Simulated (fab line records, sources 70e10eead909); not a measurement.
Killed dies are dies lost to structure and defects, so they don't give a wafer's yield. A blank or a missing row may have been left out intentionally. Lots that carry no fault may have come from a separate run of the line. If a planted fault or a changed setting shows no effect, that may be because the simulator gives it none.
fab line records + flow nandHarc
[record]
- lots = 6
- wafers = 18
- lastDay = 25
route steps=1159 shown P_STI@96 P_GATE@110 END@1159
lots untouched by any fault: they come from a run of this same line in which no faults occurred
startH: hours from the record's opening day to when the first of the lot's shown wafers began + waitH: hours from the lot's prior step to this one + " repeats the value in the row above + L1.1+2: a single row standing in for several wafers + - no value, or no start given + * or withheld: withheld + < > ~ a bound
route shown NAME@n: NAME is a module with steps in the file, n the number in the route of the first one + usual: mean and standard deviation over wafers with no fault + same: alike in all rows + chamber/n: place in a boat + sites: each site's reading + _std_site: standard deviation across them + _edge_site: the outer-site mean with the inner-site mean subtracted + radiusMm: how far each site lies from the wafer's centre + mask NAME#n: copy n + behind: the tool/chamber that last shaped the wafer + hold: cause of the lot's hold/its duration in hours/its outcome + device: the n, p or np transistor that did not switch + end of line: at the end of the route, the tests of the same wafers + a step without rows: its recipe alone + killed: the dies lost at the first sort to structure and to defects; this is not the yield of the wafer + map: a wafer's dies, x killed, . not, _ none there
set.NAME: the setting that was run; set.NAME@STEP: the one run at that earlier step + model.NAME: the simulator's own value behind a step, which no gauge read
lots seen at some steps along the route; tables by step, rows by wafer
services: when a tool's chamber went out of use (startH, in hours from the record's first day, below 0 if earlier), for how many hours, and the reason
[[steps]]
[step NHARC_P_STI_OCD_MEAS_43]
[usual]
- trenchDepthNm = 299.6/3
- trenchFootCdNm = 158.0/1.9
| lot.wafer | tool   | chamber | startH | waitH | trenchDepthNm | trenchFootCdNm |
|-----------|--------|---------|--------|-------|---------------|----------------|
| L674.1    | ocd-02 | -       | 68.16  | -     | 301.5         | 155.9          |
| L674.4    | "      | -       | "      | "     | 302.4         | 153.7          |
| L674.6    | "      | -       | "      | "     | 304.0         | 154.9          |
| L677.1    | ocd-01 | -       | 80.98  | -     | 298.3         | 158.1          |
| L677.4    | "      | -       | "      | "     | 303.2         | 157.5          |
| L677.5    | "      | -       | "      | "     | 300.6         | 157.5          |
| L678.1    | ocd-01 | -       | 93.02  | -     | 301.1         | 159.2          |
| L678.3    | "      | -       | "      | "     | 300.8         | 161.1          |
| L678.6    | "      | -       | "      | "     | 302.9         | 160.4          |
| L679.2    | ocd-02 | -       | 93.21  | -     | 296.4         | 158.3          |
| L679.3    | "      | -       | "      | "     | 293.8         | 160.3          |
| L679.5    | "      | -       | "      | "     | 297.1         | 160.4          |
| L689.1    | ocd-02 | -       | 153.39 | -     | 299.8         | 156.8          |
| L689.2    | "      | -       | "      | "     | 296.3         | 157.0          |
| L689.3    | "      | -       | "      | "     | 299.5         | 158.4          |
| L691.1    | ocd-01 | -       | 170.65 | -     | 297.4         | 156.1          |
| L691.2    | "      | -       | "      | "     | 292.7         | 159.1          |
| L691.6    | "      | -       | "      | "     | 293.1         | 155.7          |
[step NHARC_P_STI_OXIDE_33]
[recipe]
- targetThkA = 100
- tempC = 1000
- oxTimeS = 281
- material = SiO2
[step NHARC_P_STI_HDPCVD_20]
[recipe]
- targetThkA = withheld
- sigmaOpenFrac = withheld
- material = SiO2
[step NHARC_P_STI_ANNEAL_34]
[recipe]
- tempC = 1000
- timeS = 1800
[step NHARC_P_STI_CMP_21]
[recipe]
- tOverpolishS = 20
- targetThkNm = 380.67
[usual]
- motorCurrentA = 12.4/1.3
- overpolishRunS = 19.999/0.0097
| lot.wafer | tool   | chamber | startH | waitH | motorCurrentA | overpolishRunS |
|-----------|--------|---------|--------|-------|---------------|----------------|
| L674.4    | cmp-03 | 3       | 85.76  | 0.4   | 14.2          | 19.993         |
| L674.1    | "      | 1       | "      | "     | 11.4          | 20.018         |
| L674.6    | "      | 3       | "      | "     | 13.8          | 20.001         |
| L677.4    | cmp-03 | 3       | 98.66  | 0.4   | 13.5          | 20.013         |
| L677.1    | "      | 1       | "      | "     | 12.0          | 19.993         |
| L677.5    | "      | 3       | "      | "     | 14.0          | 20.013         |
| L678.3    | cmp-04 | 0       | 111.99 | 0.4   | 12.1          | 19.998         |
| L678.1    | "      | 2       | "      | "     | 11.3          | 20.012         |
| L678.6    | "      | 1       | "      | "     | 13.2          | 19.999         |
| L679.2    | cmp-03 | 0       | 111.99 | 0.4   | 10.6          | 19.988         |
| L679.3    | "      | 3       | "      | "     | 12.9          | 20.019         |
| L679.5    | "      | 0       | "      | "     | 10.3          | 19.994         |
| L689.2    | cmp-04 | 0       | 173.74 | 0.4   | 12.2          | 20.007         |
| L689.1    | "      | 1       | "      | "     | 14.1          | 20.006         |
| L689.3    | "      | 3       | "      | "     | 10.8          | 20.005         |
| L691.2    | cmp-02 | 3       | 190.41 | 0.4   | 10.9          | 19.992         |
| L691.1    | "      | 1       | "      | "     | 13.5          | 19.989         |
| L691.6    | "      | 3       | "      | "     | 11.5          | 20.005         |
[step NHARC_P_STI_SRD_35]
[step NHARC_P_STI_ETCH_36]
[recipe]
- targetDepthA = 388
- chemistry = dHF
- material = SiO2
[step NHARC_P_STI_STRIP_24]
[recipe]
- tempC = 160
- chemistry = H3PO4
- material = Si3N4
[step NHARC_P_STI_ETCH_37]
[recipe]
- targetDepthA = 110
- chemistry = dHF
- material = SiO2
[step NHARC_P_STI_PRECLEAN_38]
[recipe]
- timeS = *
- tempC = 50
- bathAgeMin = 0
- chemistry = SC1
[step NHARC_P_STI_SRD_39]
[step NHARC_P_STI_OXIDE_40]
[recipe]
- targetThkA = 100
- tempC = 900
- oxTimeS = 1362
- material = SiO2
[usual]
- spikeTcUpperC = 900.3/1.3
- zonePowerUpperPct = 18.8/2.7
[same]
- oxTimeS = 1362
| lot.wafer | tool       | chamber | startH | waitH | spikeTcUpperC | zonePowerUpperPct |
|-----------|------------|---------|--------|-------|---------------|-------------------|
| L674.1    | furnace-02 | 0       | 91.85  | -     | 902.1         | 16.7              |
| L674.4    | "          | 0       | "      | "     | 900.2         | 16.6              |
| L674.6    | "          | 0       | "      | "     | 901.8         | 16.9              |
| L677.1    | furnace-04 | 0       | 102.98 | -     | 899.6         | 17.3              |
| L677.4    | "          | 0       | "      | "     | 901.2         | 17.5              |
| L677.5    | "          | 0       | "      | "     | 901.8         | 16.8              |
| L678.1    | furnace-04 | 0       | 116.34 | -     | 900.8         | 17.2              |
| L678.3    | "          | 0       | "      | "     | 902.0         | 17.3              |
| L678.6    | "          | 0       | "      | "     | 900.6         | 17.2              |
| L679.2    | furnace-04 | 0       | 116.34 | -     | 899.9         | 17.3              |
| L679.3    | "          | 0       | "      | "     | 902.7         | 16.8              |
| L679.5    | "          | 0       | "      | "     | 900.4         | 17.2              |
| L689.1    | furnace-05 | 0       | 180.55 | -     | 898.9         | 22.5              |
| L689.2    | "          | 0       | "      | "     | 897.9         | 22.3              |
| L689.3    | "          | 0       | "      | "     | 899.8         | 22.6              |
| L691.1    | furnace-05 | 0       | 196.10 | -     | 898.0         | 22.4              |
| L691.2    | "          | 0       | "      | "     | 897.0         | 22.2              |
| L691.6    | "          | 0       | "      | "     | 899.1         | 22.8              |
[step NHARC_P_STI_INSPECT_25]
[usual]
- rawDefectCount = 205/82
| lot.wafer | tool             | chamber | startH | waitH | rawDefectCount |
|-----------|------------------|---------|--------|-------|----------------|
| L674.1    | defectInspect-02 | -       | 95.87  | 0.4   | 89             |
| L674.4    | "                | -       | "      | "     | 177            |
| L674.6    | "                | -       | "      | "     | 98             |
| L677.1    | defectInspect-02 | -       | 107.08 | 0.4   | 245            |
| L677.4    | "                | -       | "      | "     | 158            |
| L677.5    | "                | -       | "      | "     | 262            |
| L678.1    | defectInspect-02 | -       | 120.39 | 0.4   | 1255           |
| L678.3    | "                | -       | "      | "     | 1215           |
| L678.6    | "                | -       | "      | "     | 1280           |
| L679.2    | defectInspect-01 | -       | 120.39 | 0.4   | 1563           |
| L679.3    | "                | -       | "      | "     | 1467           |
| L679.5    | "                | -       | "      | "     | 1671           |
| L689.1    | defectInspect-01 | -       | 184.63 | 0.4   | 116            |
| L689.2    | "                | -       | "      | "     | 156            |
| L689.3    | "                | -       | "      | "     | 152            |
| L691.1    | defectInspect-02 | -       | 200.19 | 0.4   | 174            |
| L691.2    | "                | -       | "      | "     | 205            |
| L691.6    | "                | -       | "      | "     | 122            |
[step NHARC_P_GATE_ETCH_69]
[recipe]
- targetDepthA = 140
- chemistry = dHF
- material = SiO2
[step NHARC_P_GATE_PRECLEAN_70]
[recipe]
- timeS = *
- tempC = 50
- bathAgeMin = 0
- chemistry = SC1
[step NHARC_P_GATE_SRD_01]
[step NHARC_P_GATE_OXIDE_02]
[recipe]
- targetThkA = 375
- tempC = 950
- pH2oTorr = 720
- oxTimeS = 365
- material = SiO2
[step NHARC_P_GATE_DEHYDRATE_03]
[recipe]
- tempC = 150
- timeS = 120
[step NHARC_P_GATE_HMDS_04]
[recipe]
- timeS = 30
[step NHARC_P_GATE_COAT_05]
[recipe]
- spinRpm = 4690
[step NHARC_P_GATE_SOFTBAKE_06]
[recipe]
- tempC = 122
- timeS = 95
[step NHARC_P_GATE_EBR_07]
[step NHARC_P_GATE_EXPOSE_08]
[recipe]
- na = 0.6
- doseMj = 16.75
- maskId = P_HV
[step NHARC_P_GATE_PEB_09]
[recipe]
- pebTempC = 118
- pebTimeS = 85
[step NHARC_P_GATE_DEVELOP_10]
[recipe]
- timeS = 70
[step NHARC_P_GATE_CD_MEAS_11]
[recipe]
- targetCdNm = 1640
- landingEnergyEv = 500
[usual]
- cdNm = 1640.2/1.3
| lot.wafer | tool     | chamber | startH | waitH | cdNm   |
|-----------|----------|---------|--------|-------|--------|
| L674.1    | cdSem-01 | 0       | 103.98 | -     | 1640.1 |
| L674.4    | "        | 0       | "      | "     | 1642.4 |
| L674.6    | "        | 0       | "      | "     | 1639.7 |
| L677.1    | cdSem-02 | 0       | 115.08 | -     | 1637.5 |
| L677.4    | "        | 0       | "      | "     | 1639.1 |
| L677.5    | "        | 0       | "      | "     | 1637.3 |
| L678.1    | cdSem-01 | 0       | 128.59 | -     | 1639.7 |
| L678.3    | "        | 0       | "      | "     | 1640.6 |
| L678.6    | "        | 0       | "      | "     | 1636.6 |
| L679.2    | cdSem-02 | 0       | 128.75 | -     | 1640.5 |
| L679.3    | "        | 0       | "      | "     | 1638.9 |
| L679.5    | "        | 0       | "      | "     | 1640.6 |
| L689.1    | cdSem-02 | 0       | 193.74 | -     | 1641.9 |
| L689.2    | "        | 0       | "      | "     | 1638.7 |
| L689.3    | "        | 0       | "      | "     | 1639.3 |
| L691.1    | cdSem-01 | 0       | 208.47 | -     | 1639.3 |
| L691.2    | "        | 0       | "      | "     | 1639.9 |
| L691.6    | "        | 0       | "      | "     | 1639.4 |
[step NHARC_P_GATE_HARDBAKE_12]
[recipe]
- tempC = 125
- timeS = 80
[step NHARC_P_GATE_DESCUM_13]
[recipe]
- timeS = 3
- o2FlowSccm = 200
- arFlowSccm = 0
- biasPowerW = 0
- chemistry = O2
[usual]
- drypumpMotorCurrentA = 5.3/0.47
- oesProductAu = 1.000/0.0073
- rfVppV = 57.8/0.94
- showerheadPlenumPTorr = 1.94/0.072
- throttleValvePct = 11.311/0.01
| lot.wafer | tool       | chamber | startH | waitH | drypumpMotorCurrentA | oesProductAu | rfHoursCounterH | rfVppV | showerheadPlenumPTorr | throttleValvePct |
|-----------|------------|---------|--------|-------|----------------------|--------------|-----------------|--------|-----------------------|------------------|
| L674.1    | rieDiel-07 | 3       | 104.15 | -     | 5.1                  | 0.989        | 10              | 56.4   | 1.86                  | 11.308           |
| L674.4    | "          | 1       | "      | "     | 5.0                  | 1.001        | 9               | 57.3   | 2.02                  | 11.319           |
| L674.6    | "          | 2       | "      | "     | 5.0                  | 1.008        | -               | 58.0   | 1.98                  | 11.307           |
| L677.1    | rieDiel-07 | 1       | 115.26 | -     | 5.0                  | 1.004        | 12              | 58.2   | 2.02                  | 11.310           |
| L677.4    | "          | 1       | "      | "     | 5.0                  | 1.009        | -               | 58.7   | 2.02                  | 11.308           |
| L677.5    | "          | 0       | "      | "     | 5.3                  | 1.000        | -               | 58.4   | 1.99                  | 11.313           |
| L678.1    | rieDiel-04 | 2       | 128.75 | -     | 5.3                  | 0.996        | 1               | 57.2   | 1.92                  | 11.287           |
| L678.3    | "          | 3       | "      | "     | 6.7                  | 0.996        | 3               | 56.6   | 1.84                  | 11.289           |
| L678.6    | "          | 2       | "      | "     | 5.4                  | 0.999        | -               | 58.7   | 1.92                  | 11.319           |
| L679.2    | rieDiel-07 | 0       | 128.91 | -     | 5.3                  | 0.992        | 15              | 58.5   | 1.98                  | 11.310           |
| L679.3    | "          | 2       | "      | "     | 5.0                  | 1.011        | 11              | 58.9   | 1.98                  | 11.316           |
| L679.5    | "          | 0       | "      | "     | 5.3                  | 0.991        | -               | 58.2   | 1.98                  | 11.314           |
| L689.1    | rieDiel-08 | 1       | 193.95 | -     | 6.4                  | 1.002        | 24              | 57.3   | 1.86                  | 11.303           |
| L689.2    | "          | 2       | "      | "     | 5.2                  | 1.012        | 25              | 58.4   | 2.07                  | 11.293           |
| L689.3    | "          | 0       | "      | "     | 5.9                  | 0.989        | 24              | 56.2   | 1.80                  | 11.320           |
| L691.1    | rieDiel-04 | 0       | 208.66 | -     | 6.0                  | 0.999        | 33              | 58.2   | 1.97                  | 11.309           |
| L691.2    | "          | 1       | "      | "     | 5.0                  | 0.995        | 35              | 56.2   | 1.91                  | 11.314           |
| L691.6    | "          | 1       | "      | "     | 5.0                  | 0.991        | -               | 59.0   | 1.91                  | 11.324           |
[step NHARC_P_GATE_ETCH_14]
[recipe]
- targetDepthA = 488
- chemistry = dHF
- material = SiO2
[step NHARC_P_GATE_STRIP_15]
[recipe]
- timeS = 780
- tempC = 130
- chemistry = SPM
[step NHARC_P_GATE_PRECLEAN_71]
[recipe]
- timeS = *
- tempC = 50
- bathAgeMin = 0
- chemistry = SC1
[step NHARC_P_GATE_SRD_72]
[step NHARC_P_GATE_OXIDE_16]
[recipe]
- targetThkA = 30
- tempC = 875
- oxTimeS = 392
- material = SiO2
[step NHARC_P_GATE_CVD_17]
[recipe]
- targetThkA = 1500
- tempC = 620
- timeS = 900
- material = poly-Si
[step NHARC_P_GATE_HM_DEP_102]
[recipe]
- targetThkA = 1200
- tempC = 400
- material = aC
[usual]
- throttleValvePct = 35.000/0.009
| lot.wafer | tool      | chamber | startH | waitH | throttleValvePct |
|-----------|-----------|---------|--------|-------|------------------|
| L674.1    | aclDep-02 | 0       | 119.68 | 3.7   | 34.998           |
| L674.4    | "         | 0       | "      | "     | 34.999           |
| L674.6    | "         | 0       | "      | "     | 35.022           |
| L677.1    | aclDep-01 | 0       | 130.41 | 3.1   | 34.998           |
| L677.4    | "         | 0       | "      | "     | 35.005           |
| L677.5    | "         | 0       | "      | "     | 35.004           |
| L679.2    | aclDep-03 | 0       | 140.93 | 0.6   | 35.007           |
| L679.3    | "         | 0       | "      | "     | 34.996           |
| L679.5    | "         | 0       | "      | "     | 35.005           |
| L678.1    | aclDep-03 | 0       | 141.45 | 1.1   | 35.002           |
| L678.3    | "         | 0       | "      | "     | 35.000           |
| L678.6    | "         | 0       | "      | "     | 35.003           |
| L689.1    | aclDep-03 | 0       | 207.68 | 2.0   | 34.984           |
| L689.2    | "         | 0       | "      | "     | 35.003           |
| L689.3    | "         | 0       | "      | "     | 34.986           |
| L691.1    | aclDep-02 | 0       | 223.85 | 3.1   | 35.009           |
| L691.2    | "         | 0       | "      | "     | 35.001           |
| L691.6    | "         | 0       | "      | "     | 35.003           |
[step NHARC_P_GATE_DEP_103]
[recipe]
- targetThkA = 300
- targetThkNm = 30
- tempC = 400
- flowSccm = 200
- rfW = 350
- material = SiON
[usual]
- heaterPowerW = 736/120
- rfFwdPowerW = 348.1/1.1
| lot.wafer | tool     | chamber | startH | waitH | heaterPowerW | rfFwdPowerW |
|-----------|----------|---------|--------|-------|--------------|-------------|
| L674.1    | pecvd-02 | 1       | 120.55 | 0.8   | 701          | 347.2       |
| L674.4    | "        | 2       | "      | "     | 1045         | 347.4       |
| L674.6    | "        | 1       | "      | "     | 725          | 349.8       |
| L677.1    | pecvd-02 | 1       | 131.10 | 0.6   | 697          | 348.0       |
| L677.5    | "        | 1       | "      | "     | 690          | 348.4       |
| L677.4    | "        | 2       | "      | "     | 948          | 349.2       |
| L679.3    | pecvd-03 | 0       | 141.50 | 0.4   | 738          | 348.1       |
| L679.2    | "        | 1       | "      | "     | 601          | 347.8       |
| L679.5    | "        | 0       | "      | "     | 732          | 351.1       |
| L678.1    | pecvd-03 | 0       | 142.14 | 0.6   | 685          | 348.4       |
| L678.3    | "        | 2       | "      | "     | 632          | 348.5       |
| L678.6    | "        | 0       | "      | "     | 693          | 348.1       |
| L689.2    | pecvd-02 | 2       | 208.35 | 0.5   | 949          | 348.3       |
| L689.1    | "        | 0       | "      | "     | 726          | 348.8       |
| L689.3    | "        | 1       | "      | "     | 784          | 348.4       |
| L691.1    | pecvd-03 | 0       | 224.52 | 0.6   | 727          | 348.5       |
| L691.2    | "        | 1       | "      | "     | 619          | 347.6       |
| L691.6    | "        | 0       | "      | "     | 724          | 348.9       |
[step NHARC_P_GATE_DEHYDRATE_18]
[recipe]
- tempC = 150
- timeS = 120
[step NHARC_P_GATE_HMDS_19]
[recipe]
- timeS = 30
[step NHARC_P_GATE_COAT_20]
[recipe]
- spinRpm = 1500
- resistThkNm = 90
[step NHARC_P_GATE_SOFTBAKE_21]
[recipe]
- tempC = 105
- timeS = 55
[step NHARC_P_GATE_EBR_22]
[step NHARC_P_GATE_INSPECT_28]
[usual]
- rawDefectCount = 6/3.2
| lot.wafer | tool             | chamber | startH | waitH | rawDefectCount |
|-----------|------------------|---------|--------|-------|----------------|
| L674.1    | defectInspect-01 | -       | 121.29 | 0.0   | 5              |
| L674.4    | "                | -       | "      | "     | 7              |
| L674.6    | "                | -       | "      | "     | 6              |
| L677.1    | defectInspect-02 | -       | 131.78 | 0.0   | 14             |
| L677.4    | "                | -       | "      | "     | 9              |
| L677.5    | "                | -       | "      | "     | 3              |
| L679.2    | defectInspect-02 | -       | 142.15 | 0.0   | 1082           |
| L679.3    | "                | -       | "      | "     | 1054           |
| L679.5    | "                | -       | "      | "     | 1085           |
| L678.1    | defectInspect-02 | -       | 142.97 | 0.0   | 1111           |
| L678.3    | "                | -       | "      | "     | 1066           |
| L678.6    | "                | -       | "      | "     | 1124           |
| L689.1    | defectInspect-01 | -       | 209.18 | 0.0   | 5              |
| L689.2    | "                | -       | "      | "     | 5              |
| L689.3    | "                | -       | "      | "     | 4              |
| L691.1    | defectInspect-01 | -       | 225.21 | 0.0   | 3              |
| L691.2    | "                | -       | "      | "     | 5              |
| L691.6    | "                | -       | "      | "     | 3              |
[step NHARC_END_SORT_01]
[recipe]
- tempC = 25
[usual]
- killedAtArray = 27/11
- killedAtOther = 0.7/0.93
- killedAtPeriphery = 2.9/1.9
- killedDies = 30/11
- killedOpen = 3.1/1.7
- killedShort = 1.9/1.3
[same]
- grossDies = 677
| lot.wafer | tool      | chamber | startH | waitH | killedAtArray | killedAtOther | killedAtPeriphery | killedDies | killedOpen | killedShort |
|-----------|-----------|---------|--------|-------|---------------|---------------|-------------------|------------|------------|-------------|
| L678.1    | prober-02 | 0       | 488.82 | 2.5   | 6             | 1             | 538               | 545        | 1          | 0           |
| L678.3    | prober-02 | 0       | 490.43 | 3.1   | 11            | 0             | 520               | 531        | 3          | 1           |
| L678.6    | prober-02 | 0       | 492.85 | 4.0   | 11            | 0             | 540               | 551        | 1          | 0           |
| L679.2    | prober-01 | 0       | 490.84 | 2.8   | 16            | 0             | 519               | 535        | 2          | 1           |
| L679.3    | prober-01 | 0       | 491.64 | 3.1   | 23            | 2             | 533               | 558        | 2          | 2           |
| L679.5    | prober-01 | 0       | 493.24 | 3.7   | 12            | 0             | 520               | 532        | 1          | 1           |
| L689.1    | prober-02 | 0       | 567.58 | 2.5   | 15            | 0             | 4                 | 19         | 4          | 1           |
| L689.2    | prober-02 | 0       | 568.37 | 2.8   | 25            | 0             | 3                 | 28         | 8          | 2           |
| L689.3    | prober-02 | 0       | 569.17 | 3.1   | 19            | 0             | 3                 | 22         | 3          | 5           |
// killed by level:class
L678.1 P_STI:unspecified=538 A_CONTACT:chamberFilmFlake=2 A_SGD_CUT:geometricParticle:open=1 THIN_TSV:chamberFilmFlake=1 A_STAIRCASE:chamberFilmFlake=1 A_BONDPAD:chamberFilmFlake=1 A_CHANNEL_HOLE_D1:chamberFilmFlake=1
L678.3 P_STI:unspecified=519 A_STAIRCASE:chamberFilmFlake=4 A_CHANNEL_HOLE_D1:chamberFilmFlake=3 P_GATE:geometricParticle:open=1 A_ONON_D1:geometricParticle:short=1 A_CHANNEL_FILL_D1:geometricParticle:open=1 A_SGD_CUT:geometricParticle:open=1 A_SLIT:chamberFilmFlake=1
L679.2 P_STI:unspecified=518 A_CHANNEL_HOLE_D1:chamberFilmFlake=10 A_STAIRCASE:chamberFilmFlake=3 P_M0:geometricParticle:open=1 A_CHANNEL_HOLE_D1:geometricParticle:open=1 A_CONTACT:geometricParticle:short=1 A_BLC:chamberFilmFlake=1
L679.3 P_STI:unspecified=531 A_CHANNEL_HOLE_D1:chamberFilmFlake=10 A_STAIRCASE:chamberFilmFlake=9 A_CONTACT:chamberFilmFlake=2 P_CONTACT:geometricParticle:short=1 P_M1:geometricParticle:short=1 A_CONTACT:geometricParticle:open=1 THIN_TSV:chamberFilmFlake=1
L678.6 P_STI:unspecified=539 A_STAIRCASE:chamberFilmFlake=4 A_SLIT:chamberFilmFlake=3 A_CHANNEL_HOLE_D1:chamberFilmFlake=2 A_CONTACT:geometricParticle:open=1 P_STI:chamberFilmFlake=1 A_CONTACT:chamberFilmFlake=1
L679.5 P_STI:unspecified=520 A_CHANNEL_HOLE_D1:chamberFilmFlake=7 A_STAIRCASE:chamberFilmFlake=2 A_SGD_CUT:geometricParticle:short=1 A_CONTACT:geometricParticle:open=1 A_BLC:chamberFilmFlake=1
L689.1 A_CHANNEL_HOLE_D1:chamberFilmFlake=5 A_CONTACT:chamberFilmFlake=4 A_M0:chamberFilmFlake=2 P_GATE:geometricParticle:open=1 P_CONTACT:geometricParticle:open=1 P_M0:geometricParticle:short=1 A_CHANNEL_FILL_D1:geometricParticle:open=1 A_WL_FILL:geometricParticle:open=1
L689.2 A_CHANNEL_HOLE_D1:chamberFilmFlake=9 A_CONTACT:chamberFilmFlake=4 A_CHANNEL_FILL_D1:geometricParticle:open=2 A_CONTACT:geometricParticle:open=2 P_CONTACT:geometricParticle:open=1 A_SGD_CUT:geometricParticle:open=1 A_WL_FILL:geometricParticle:short=1 A_BLC:geometricParticle:open=1
L689.3 A_CHANNEL_HOLE_D1:chamberFilmFlake=3 A_SGD_CUT:chamberFilmFlake=3 A_M0:geometricParticle:short=2 P_BONDPAD:chamberFilmFlake=2 A_CONTACT:chamberFilmFlake=2 A_M0:chamberFilmFlake=2 A_ONON_D1:geometricParticle:short=1 A_ONON_D1:geometricParticle:open=1
// map L678.6 (x killed, . not)
____________x____________
_________.xxxxxx_________
_______xxxx.xxxxx._______
______.xx..xxxxxxx.______
_____xxxxxxxxx.xxxxx_____
____xxxxx.xx.xxxxxxx.____
____.xx.xxxxxxxxx.xxx____
___xx.xxx..xxxxxx.xxxx___
___.xxxxxxxxxxx.x.xx.x___
__xx.xxxxxxxxxxxxxxxxxx__
__xx..xx.xxxxxxxx.xxxx.__
_xx..xxxxxxxxxxxxx.xxxxx_
_xx.xxxxxxxxx..xxxx.x.xx_
_xxx.xxxxx.xxxxxxxxxxx.x_
_x.xxx.xxxxx.x.xxxxxxxx._
_x.xxxx..xxx.xxxxxxxxxxx_
xxxxxx.x.x.xxxxx.xxxxxx.x
xx.xx.xx..xxxxxxxxxxxxx..
xx.xxxxxxxxxxxxxxxxxxx.x.
.xxxxxxxxxxx.xxxx..x.xxx.
xxxxxxxxx.xxxx.xxxxxxxxxx
_.xx.xx.xxx..xx.xxxxxxxx_
_xxxxxxxxxxx..x.x..x.xxx_
_x.x.xxxxxxxxxxxxxxx.x.x_
_x.xxxxxxx.x.xxxxx.xxxx._
_xxx.xx.xx.xxxxxxxxxxx.x_
__x..xxxxxx.xxxx.xx.xxx__
__x.xxx.xxxxxx.xx.xxx.x__
___xx.xxxxxxx.x.x.x.xx___
___..xxxxxxxxxxxx..xxx___
____xxxx.xx...xxxxxxx____
____.xx.xxxxxxxxxxxxx____
_____xxxxx.xxxxxx.x._____
______.xxxxxxxxxxxx______
_______xxxxxxxxx.x_______
_________xx.xxxx_________
____________x____________
// map L679.3 (x killed, . not)
____________x____________
_________.x.xx.x_________
_______x..xxxxxxxx_______
______.x.x...x.x.xx______
_____xxx.x..xxxxxxxx_____
____.xxxxxxxxxxxxxxxx____
____xxxxxxx.x.xxxxxxx____
___xxxxxxxxxxxxx.xxxxx___
___xxxxxxxxxxxxxxx..x.___
__xxxx.xx.xxxxxxxxxxxxx__
__.xx.xxxxxxxxxxxxxxxxx__
_x.xxxxxxxx.x..xxx.xxxxx_
_x.xxxxxxxxxxxxx.xxxxxx._
_xx.xxxx.x.xxxx.x.xxxx.x_
_xxxx..xxxxx.xxxx.xxxxxx_
_xxx.xxx..xx.xxxxxx...x._
xxxxxxxxxxxxx.xxxxx.xx.xx
xxxxx.xxxxxxxxxxxxxxxxxxx
xx.x..xxxx.xxxxx.xxxx.xxx
xxxxxxxxxxxxx.xxxx.xxx..x
x.xx.xxxxxxxxxxxxxx.xxx.x
_xxxxxxxxxxxxxxxxxxxxxxx_
_xx.x.xxxxxxx.xx.xx.xxx._
_xxx.xxxx.xxxxxxxxxxxxx._
_xxxxxxxxxx.xxxx..xxxxxx_
_.xx.xxxxxxxx.x.xxx.xxxx_
__.xxxxxx.xx.xxxxx.xxxx__
__x..xxxxxxx.x..xxxxxxx__
___.xxxxxxx.x.xxxxxxx.___
___xxxx.xxxxxxxx.xxxxx___
____.....xxxxxxxxxxxx____
____..xx..xxxxxxx.xxx____
_____x.xxxxxxxxxxxxx_____
______xxxxx.xxxxxxx______
_______xxxxxx.xxxx_______
_________x....xx_________
____________x____________
[[services]]
| tool       | chamber | startH | hours | kind   |
|------------|---------|--------|-------|--------|
| cmp-03     | -       | 70.53  | 5.1   | repair |
| rieDiel-07 | 2       | 75.86  | 10.1  | repair |
| rieDiel-07 | -       | 93.10  | 0.1   | repair |
| cmp-04     | -       | 105.16 | 4.0   | pm     |
| rieDiel-07 | 3       | 108.64 | 10.0  | repair |
| furnace-02 | -       | 110.74 | 26.0  | pm     |
| pecvd-03   | -       | 111.12 | 13.0  | pm     |
| rieDiel-04 | -       | 111.99 | 9.0   | pm     |
| rieDiel-07 | 2       | 112.09 | 6.9   | repair |
| cmp-03     | -       | 123.17 | 0.9   | repair |
| cmp-04     | -       | 132.20 | 2.1   | repair |
| rieDiel-07 | 2       | 136.51 | 10.7  | repair |
| cmp-03     | -       | 139.72 | 1.9   | repair |
| cmp-04     | -       | 147.88 | 1.0   | repair |
| pecvd-02   | -       | 153.28 | 13.0  | pm     |
| cmp-03     | -       | 156.21 | 4.0   | pm     |
| aclDep-02  | -       | 167.53 | 13.0  | pm     |
| rieDiel-07 | 3       | 168.76 | 12.6  | repair |
| rieDiel-07 | 1       | 187.53 | 10.0  | repair |
| rieDiel-04 | 2       | 190.99 | 3.0   | repair |
| cmp-03     | -       | 191.15 | 2.0   | repair |
| cmp-04     | -       | 203.16 | 4.0   | pm     |
| pecvd-02   | 0       | 209.19 | 7.2   | repair |
| aclDep-03  | -       | 224.17 | 13.0  | pm     |
[[key]]
[firstSign]
- step = NHARC_P_STI_INSPECT_25
- reading = rawDefectCount
- direction = up
- sigmas = 15
- usual = 205
- struck = 1408
[effect]
- step = NHARC_P_GATE_INSPECT_28
- reading = rawDefectCount
- direction = up
- sigmas = 99+
- usual = 6
- struck = 1087
[effect]
- step = NHARC_END_SORT_01
- reading = killedAtPeriphery
- direction = up
- sigmas = 99+
- usual = 2.9
- struck = 528.3
[moreKillsBornAt]
- NHARC_P_STI_OXIDE_40@furnace-04 = 3165
metAt NHARC_P_STI_OXIDE_40
struckWafers L678.1,L678.3,L678.6,L679.2,L679.3,L679.5
testerLeftOut L678,L679
onsetBetween 102.98 116.34
[fault]
- kind = chamberParticleSource
- tool = furnace-04
- chamber = -
- onsetH = 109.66
- steps = NHARC_P_STI_OXIDE_40
- ratePerVisitCm2 = 1.6592
- endH = 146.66
// testerLeftOut: of these lots the tester's yield and bins aren't shown, on N5 and GAA mostly nor the transistor test; their killed dies are dies lost to structure and defects alone, not to doping, threshold or leakage, so they don't give the yield
